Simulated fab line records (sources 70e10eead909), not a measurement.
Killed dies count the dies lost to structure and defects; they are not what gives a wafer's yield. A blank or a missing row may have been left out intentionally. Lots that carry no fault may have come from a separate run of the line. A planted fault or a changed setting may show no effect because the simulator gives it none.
Chamber matching -- flow nandHarc -- NHARC_P_CONTACT_DESCUM_17 on rieDiel-02 has 4 sister chambers
The step chemistry O2, time 3 s. 7 wafers are shown with their chamber, then 7 later ones without.

## WAFERS, EACH WITH ITS CHAMBER
wafer,chamber,showerheadPlenumPTorr (Torr),oesProductAu (a.u.)
L082.3,0,1.96,0.992
L082.6,2,1.85,1.003
L084.2,1,2.02,1.004
L084.3,2,1.85,1.000
L084.5,3,1.81,0.991
L092.1,3,1.80,0.990
L092.2,1,2.02,1.007

## WAFERS WITH NO CHAMBER GIVEN
wafer,showerheadPlenumPTorr (Torr),oesProductAu (a.u.)
L092.3,1.96,0.989
L094.1,1.80,0.999
L094.4,1.84,1.002
L094.6,1.96,1.001
L097.1,1.96,0.998
L097.4,1.84,1.001
L097.5,1.80,0.992

## CHAMBER TAKEN BY EACH
wafer,from the rows above,in truth
L092.3,0,0
L094.1,3,3
L094.4,2,2
L094.6,0,0
L097.1,0,0
L097.4,2,2
L097.5,3,3
Placed correctly: 7 of 7. Can't be placed from these rows: 0. 0 placed wrongly.
How it was worked out, from the rows above alone: a wafer's distance from a chamber is the root of the sum, over the readings, of the square of ((its reading less the chamber's mean) divided by the reading's scatter). The wafer belongs to the nearest chamber; if the next one is less than 2 further off, it can't be placed. For every chamber, the mean is computed from those of its wafers that are shown. The scatter is the square root of a quotient: the sum, over the shown wafers, of each reading's squared deviation from its chamber's mean, divided by wafers minus chambers.
